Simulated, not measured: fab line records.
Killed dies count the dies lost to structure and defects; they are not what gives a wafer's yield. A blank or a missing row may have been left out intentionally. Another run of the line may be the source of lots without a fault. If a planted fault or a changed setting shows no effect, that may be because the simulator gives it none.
Code-filled problem report in 8D (eight disciplines) form ; flow n5 finfet ; the parts of the form that need people (team, actions taken, sign-off) are left out

## 1. WHAT IS WRONG
spin speed rpm at N5_BEOL_M2_COAT_68 reads a mean of 1729.0 rpm on 6 wafers of 2 lots; wafers without a fault read 1500.1 rpm with a standard deviation of 0.91. That is +99 or more standard deviations from the usual mean.
The step: time 60 s, resist thk 12 nm.
First observed at day 11 01:04: wafer L827.1, on litho track-04. The record holds 27 wafers of 9 lots with a number at this step. Rule for "out" (also "out of limits"): further than 4 standard deviations from the usual mean. Any other wafer with a number is counted as sound.

## 2. WHAT IT IS AND WHAT IT IS NOT
question;is;is not
which readings at this step;spin speed rpm;plate temp C
which lots;L827, L829;L810, L812, L813, L817, L824, L828, L831
which wafers of those lots;all that have a number;-
read on which tools;litho track-04;litho track-02, litho track-03
when;from day 11 01:04;"up to then (15 sound wafers); but 6 sound wafers of L828, L831 came after"

## 3. WHAT RULES OUT EACH SUSPECT
Counting: any tool at a process step up to the reading is kept as a suspect provided that every lot that is out went through it and no sound lot did after the first of them.
- litho track-04 at N5_BEOL_M2_COAT_68 (time 60 s, resist thk 12 nm): kept. All lots that are out passed through it, beginning with L827 at day 11 01:04, and no sound lot followed; its final sound lot before that point was L824 at day 10 15:46. On those wafers its own readings are out: spin speed rpm.
After counting, what remains is litho track-04 at N5_BEOL_M2_COAT_68.

## 4. THE CAUSE (what the simulator had put in)
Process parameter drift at N5_BEOL_M2_COAT_68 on litho track-04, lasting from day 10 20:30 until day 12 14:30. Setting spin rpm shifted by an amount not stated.
The count eliminated every tool but this one.

## 5. THE EFFECT CHAIN, in route order
One row per reading whose mean, taken over the struck wafers that have a number, lies over 3 standard deviations from the usual. Only readings for which the record gives a usual standard deviation are gone through. hours: the time from each lot's start at the first step in this table that gives one to its start at this step, as a median over the lots. sigmas: the change in usual standard deviations.
hours;step;reading;usual;on struck wafers;change;sigmas
0;N5_BEOL_M2_COAT_68;spin speed rpm;1500.1 rpm;1729.0;+228.9;+99 or more
1;N5_BEOL_M2_ETCH_69;etch rf on time s;25.9 s;24.4;-1.5;-3.0
It contains these process steps:
- N5_BEOL_M2_COAT_68: time 60 s, resist thk 12 nm.
- N5_BEOL_M2_ETCH_69: etches SiARC in CF4, target depth 15.6 nm, time 26 s.
At these later measuring or inspecting steps, every struck wafer for which the step has a row has a number for every such reading, and none has moved that far: N5_BEOL_M4_RC_MEAS_101.

## 6. HOW IT WOULD HAVE BEEN CAUGHT EARLIER
In this record no reading fell out of limits until day 11 01:04, 5 hours after the fault had begun at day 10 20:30.
